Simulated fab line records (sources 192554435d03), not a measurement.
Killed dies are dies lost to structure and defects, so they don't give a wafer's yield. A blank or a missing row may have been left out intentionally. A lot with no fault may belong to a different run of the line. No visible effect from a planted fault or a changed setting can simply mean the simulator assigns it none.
fab line records + flow n5Finfet + part 2 of 2: steps 27 to 27 of 27
record
- lots=6
- wafers=18
- lastDay=17
route steps=1938 shown BEOL_M15@1784 PASSIVATION@1936
lots that met no fault: from a run of the same line without faults
startH: hours from the record's opening day to when the first of the lot's shown wafers began + waitH: how many hours have passed since the lot's step before this one + " as in the row above + L1.1+2: several wafers, shown together as one row + - no value present, or no start provided + * or withheld: withheld + < > ~ a bound
route shown NAME@n: NAME is a module with steps in the file, n the number in the route of the first one + usual: mean/standard deviation of fault-free wafers + same: alike in all rows + chamber/n: place in a boat + sites: each site's reading + _std_site: their standard deviation + _edge_site: outer sites' mean less inner sites' + radiusMm: for every site, how far away it sits from the centre of the wafer + mask NAME#n: copy n + behind: the last tool/chamber to shape the wafer + hold: cause of the lot's hold/its duration in hours/its outcome + device: names the non-switching transistor (n, p or np) + end of line: at the end of the route, the tests of the same wafers + where a step has no rows: the recipe by itself + killed: dies that structure and defects cost at the first sort, which is not the same as the wafer's yield + map: the dies of a wafer, with x for killed, . for not killed, _ for no die there
set.NAME: setting as actually run; set.NAME@STEP: the setting as run at that earlier step + model.NAME: the simulator's own value behind a step, which no gauge read
a table for each step, a row for each wafer; lots at some steps of the route
services: when a tool's chamber went out of use (startH, in hours from the record's first day, below 0 if earlier), for how many hours, and the reason
## steps
# step N5_PASSIVATION_PROBE_49
# usual
- defectLimitedYield=91.4/1.5
- killed_at_M0_to_M3=31/11
- killed_at_M4_up=13/5.5
- killedAtContacts=13/6.3
- killedAtFrontEnd=40/13
- killedAtOther=3.3/2.6
- killedDies=101/18
- killedOpen=67/13
- killedShort=33/7.9
- sort_bin_5_function=5.1/1
- sort_bin_6_memory=3.2/0.68
- sortNPass=1079/18
- sortYieldPct=91.4/1.5
# same
- grossDies=1180
- killedAtBackSide=0
- sort_bin_4_leakage[%]=0
- sort_bin_8_speed[%]=0
| lot.wafer | tool      | chamber | startH | waitH | defectLimitedYield[%] | killed_at_M0_to_M3 | killed_at_M4_up | killedAtContacts | killedAtFrontEnd | killedAtOther | killedDies | killedOpen | killedShort | sort_bin_5_function[%] | sort_bin_6_memory[%] | sortNPass | sortYieldPct[%] |
|-----------|-----------|---------|--------|-------|-----------------------|--------------------|-----------------|------------------|------------------|---------------|------------|------------|-------------|------------------------|----------------------|-----------|-----------------|
| L299.1    | prober-02 | -       | 270.59 | 0.0   | 92.1                  | 26                 | 13              | 9                | 41               | 4             | 93         | 53         | 39          | 4.7                    | 3.0                  | 1087      | 92.1            |
| L299.5    | prober-02 | -       | 270.79 | 0.2   | 91.0                  | 26                 | 13              | 6                | 58               | 3             | 106        | 71         | 35          | 5.1                    | 3.7                  | 1074      | 91.0            |
| L299.6    | prober-02 | -       | 270.84 | 0.3   | 87.0                  | 28                 | 13              | 21               | 88               | 3             | 153        | 114        | 39          | 8.0                    | 4.8                  | 1027      | 87.0            |
| L308.2    | prober-02 | -       | 333.43 | 0.1   | 93.9                  | 15                 | 7               | 13               | 34               | 3             | 72         | 42         | 30          | 3.9                    | 2.1                  | 1108      | 93.9            |
| L308.4    | prober-02 | -       | 333.53 | 0.2   | 89.8                  | 37                 | 16              | 18               | 43               | 6             | 120        | 82         | 38          | 6.3                    | 3.6                  | 1060      | 89.8            |
| L308.6    | prober-02 | -       | 333.63 | 0.3   | 94.1                  | 12                 | 10              | 18               | 26               | 4             | 70         | 47         | 23          | 3.4                    | 2.2                  | 1110      | 94.1            |
| L310.3    | prober-02 | -       | 351.51 | 0.1   | 93.9                  | 18                 | 16              | 7                | 29               | 2             | 72         | 49         | 23          | 3.5                    | 2.3                  | 1108      | 93.9            |
| L310.5    | prober-02 | -       | 351.61 | 0.2   | 93.6                  | 26                 | 11              | 4                | 32               | 3             | 76         | 40         | 35          | 3.3                    | 2.6                  | 1104      | 93.6            |
| L310.6    | prober-02 | -       | 351.66 | 0.3   | 91.9                  | 25                 | 17              | 14               | 36               | 3             | 95         | 63         | 31          | 4.0                    | 3.8                  | 1085      | 91.9            |
| L313.2    | prober-02 | -       | 356.33 | 0.1   | 91.7                  | 17                 | 21              | 18               | 41               | 1             | 98         | 56         | 41          | 4.4                    | 3.6                  | 1082      | 91.7            |
| L313.3    | prober-02 | -       | 356.38 | 0.1   | 90.6                  | 31                 | 11              | 12               | 56               | 1             | 111        | 73         | 38          | 5.5                    | 3.5                  | 1069      | 90.6            |
| L313.6    | prober-02 | -       | 356.53 | 0.3   | 91.3                  | 22                 | 18              | 24               | 37               | 2             | 103        | 63         | 39          | 5.0                    | 3.6                  | 1077      | 91.3            |
| L316.2    | prober-01 | -       | 387.92 | 0.1   | 93.1                  | 24                 | 5               | 12               | 35               | 5             | 81         | 65         | 16          | 4.4                    | 2.2                  | 1099      | 93.1            |
| L316.3    | prober-01 | -       | 387.97 | 0.1   | 91.3                  | 20                 | 14              | 3                | 65               | 1             | 103        | 70         | 33          | 4.9                    | 3.6                  | 1077      | 91.3            |
| L316.6    | prober-01 | -       | 388.12 | 0.3   | 92.4                  | 12                 | 18              | 4                | 50               | 6             | 90         | 63         | 27          | 4.4                    | 3.0                  | 1090      | 92.4            |
| L317.1    | prober-02 | -       | 406.13 | 0.2   | 91.2                  | 42                 | 18              | 5                | 38               | 1             | 104        | 67         | 37          | 5.6                    | 3.0                  | 1076      | 91.2            |
| L317.3    | prober-02 | -       | 406.23 | 0.3   | 92.7                  | 32                 | 20              | 4                | 28               | 2             | 86         | 69         | 15          | 4.7                    | 2.5                  | 1094      | 92.7            |
| L317.5    | prober-02 | -       | 406.33 | 0.4   | 91.0                  | 52                 | 15              | 3                | 35               | 1             | 106        | 70         | 36          | 4.8                    | 3.7                  | 1074      | 91.0            |
# killed by level:class
L299.1 FIN_SAQP:geometricParticle:short=14 FIN_SAQP:geometricParticle:open=14 BEOL_M2:geometricParticle:open=8 BEOL_M4:geometricParticle:open=7 BEOL_M0_SAQP:geometricParticle:open=6 GATE_CUT:geometricParticle:short=6 MOL_CONTACT_COAG:geometricParticle:short=5 MOL_CONTACT_COAG:geometricParticle:open=4
L299.5 FIN_SAQP:geometricParticle:open=29 FIN_SAQP:geometricParticle:short=12 BEOL_M2:geometricParticle:open=7 MOL_CONTACT_COAG:geometricParticle:open=5 BEOL_M0_SAQP:geometricParticle:short=5 GATE_CUT:geometricParticle:short=4 BEOL_M1:geometricParticle:open=4 SPACER0:geometricParticle:open=3
L299.6 FIN_SAQP:geometricParticle:open=47 MOL_CONTACT_COAG:geometricParticle:open=19 FIN_SAQP:geometricParticle:short=16 BEOL_M0:geometricParticle:open=7 GATE_CUT:geometricParticle:short=5 BEOL_M0_SAQP:geometricParticle:short=5 BEOL_M4:geometricParticle:open=5 FIN_CUT:geometricParticle:open=4
L308.2 MOL_CONTACT_COAG:geometricParticle:open=12 FIN_SAQP:geometricParticle:short=11 STI_FIN_REVEAL:geometricParticle:open=9 GATE_CUT:geometricParticle:short=6 BEOL_M2:geometricParticle:open=4 FIN_SAQP:geometricParticle:open=3 BEOL_M0_SAQP:geometricParticle:short=3 BEOL_M5:geometricParticle:open=3
L308.4 MOL_CONTACT_COAG:geometricParticle:open=17 FIN_SAQP:geometricParticle:open=15 FIN_SAQP:geometricParticle:short=11 BEOL_M0_SAQP:geometricParticle:short=9 BEOL_M3:geometricParticle:open=8 BEOL_M5:geometricParticle:open=6 BEOL_M0_SAQP:geometricParticle:open=6 BEOL_M0:geometricParticle:open=5
L308.6 MOL_CONTACT_COAG:geometricParticle:open=17 FIN_SAQP:geometricParticle:short=7 STI_FIN_REVEAL:geometricParticle:open=4 FIN_SAQP:geometricParticle:open=3 BEOL_M0:geometricParticle:open=3 BEOL_M2:geometricParticle:open=3 BEOL_M3:geometricParticle:open=3 BEOL_M7:geometricParticle:open=3
L310.3 FIN_SAQP:geometricParticle:open=6 BEOL_M2:geometricParticle:open=6 MOL_CONTACT_COAG:geometricParticle:open=5 BEOL_M1:geometricParticle:open=5 DUMMY_GATE:geometricParticle:open=4 BEOL_M0_SAQP:geometricParticle:short=4 BEOL_M6:geometricParticle:open=4 DUMMY_GATE:geometricParticle:short=3
L310.5 FIN_SAQP:geometricParticle:short=9 BEOL_M1:geometricParticle:short=5 BEOL_M1:geometricParticle:open=5 STARTING-WAFER:geometricParticle:short=5 FIN_SAQP:geometricParticle:open=4 MOL_CONTACT_COAG:geometricParticle:open=4 BEOL_M3:geometricParticle:open=4 BEOL_M0_SAQP:geometricParticle:open=4
L310.6 MOL_CONTACT_COAG:geometricParticle:open=13 GATE_CUT:geometricParticle:short=10 FIN_SAQP:geometricParticle:open=8 BEOL_M8:geometricParticle:open=6 FIN_SAQP:geometricParticle:short=5 BEOL_M2:geometricParticle:open=5 BEOL_M4:geometricParticle:open=4 DUMMY_GATE:geometricParticle:open=4
L313.2 MOL_CONTACT_COAG:geometricParticle:open=13 FIN_SAQP:geometricParticle:open=10 FIN_SAQP:geometricParticle:short=9 BEOL_M4:geometricParticle:open=8 GATE_CUT:geometricParticle:short=6 MOL_CONTACT_COAG:geometricParticle:short=5 BEOL_M0_SAQP:geometricParticle:short=5 STI_FIN_REVEAL:geometricParticle:open=4
L313.3 FIN_SAQP:geometricParticle:open=17 STI_FIN_REVEAL:geometricParticle:open=15 FIN_SAQP:geometricParticle:short=12 MOL_CONTACT_COAG:geometricParticle:open=10 BEOL_M1:geometricParticle:open=7 BEOL_M0_SAQP:geometricParticle:open=5 BEOL_M0_SAQP:geometricParticle:short=4 BEOL_M2:geometricParticle:open=4
L313.6 MOL_CONTACT_COAG:geometricParticle:open=20 BEOL_M4:geometricParticle:open=11 FIN_SAQP:geometricParticle:short=9 FIN_SAQP:geometricParticle:open=8 BEOL_M0_SAQP:geometricParticle:open=8 STI_FIN_REVEAL:geometricParticle:open=6 BEOL_M0_SAQP:geometricParticle:short=6 GATE_CUT:geometricParticle:short=5
L316.2 STI_FIN_REVEAL:geometricParticle:open=13 MOL_CONTACT_COAG:geometricParticle:open=12 BEOL_M2:geometricParticle:open=8 DUMMY_GATE:geometricParticle:open=7 BEOL_M2:geometricParticle:short=7 GATE_CUT:geometricParticle:short=4 BEOL_M4:geometricParticle:open=4 FIN_SAQP:geometricParticle:open=3
L316.3 STI_FIN_REVEAL:geometricParticle:open=19 FIN_SAQP:geometricParticle:open=9 DUMMY_GATE:geometricParticle:open=8 BEOL_M4:geometricParticle:open=7 FIN_SAQP:geometricParticle:short=6 STI_FIN_REVEAL:geometricParticle:short=6 BEOL_M1:geometricParticle:open=5 BEOL_M2:geometricParticle:open=4
L316.6 STI_FIN_REVEAL:geometricParticle:open=20 BEOL_M4:geometricParticle:open=13 FIN_SAQP:geometricParticle:short=7 FIN_SAQP:geometricParticle:open=7 STI_FIN_REVEAL:geometricParticle:short=5 BEOL_M2:geometricParticle:short=5 DUMMY_GATE:geometricParticle:open=4 MOL_CONTACT_COAG:geometricParticle:open=4
L317.1 BEOL_M0_SAQP:geometricParticle:open=12 ILD0:geometricParticle:open=8 BEOL_M2:geometricParticle:open=8 BEOL_M1:geometricParticle:short=7 BEOL_M0_SAQP:geometricParticle:short=6 GATE_CUT:geometricParticle:short=5 MOL_CONTACT_COAG:geometricParticle:open=5 BEOL_M5:geometricParticle:open=5
L317.3 BEOL_M2:geometricParticle:open=10 BEOL_M1:geometricParticle:open=7 BEOL_M7:geometricParticle:open=6 BEOL_M0:geometricParticle:open=5 DUMMY_GATE:geometricParticle:open=4 GATE_CUT:geometricParticle:open=4 BEOL_M0_SAQP:geometricParticle:open=4 BEOL_M5:geometricParticle:open=4
L317.5 BEOL_M3:geometricParticle:open=15 BEOL_M1:geometricParticle:open=11 BEOL_M2:geometricParticle:open=11 GATE_CUT:geometricParticle:short=8 GATE_CUT:geometricParticle:open=6 BEOL_M0_SAQP:geometricParticle:short=6 BEOL_M4:geometricParticle:open=6 STARTING-WAFER:geometricParticle:short=5
## services
| tool       | chamber | startH | hours | kind                        |
|------------|---------|--------|-------|-----------------------------|
| rieDiel-04 | 1       | 244.83 | -     | clean                       |
| rieDiel-04 | 1       | 244.83 | -     | consumableReplace:focusRing |
| rieDiel-04 | 1       | 244.83 | 22.6  | scheduledDown               |
| rieDiel-04 | 1       | 244.83 | 22.6  | ventCycle                   |
| rieDiel-04 | -       | 284.96 | 14.6  | pm                          |
| rieDiel-06 | 2       | 331.19 | -     | clean                       |
| rieDiel-06 | 2       | 331.19 | -     | consumableReplace:focusRing |
| rieDiel-06 | 2       | 331.19 | 25.2  | scheduledDown               |
| rieDiel-06 | 2       | 331.19 | 25.2  | ventCycle                   |
| rieDiel-04 | 1       | 335.55 | 41.2  | repair                      |
| rieDiel-05 | 0       | 361.04 | -     | clean                       |
| rieDiel-05 | 0       | 361.04 | -     | consumableReplace:focusRing |
| rieDiel-05 | 0       | 361.04 | 27.7  | scheduledDown               |
| rieDiel-05 | 0       | 361.04 | 27.7  | ventCycle                   |
| rieDiel-05 | 1       | 370.95 | 7.8   | repair                      |
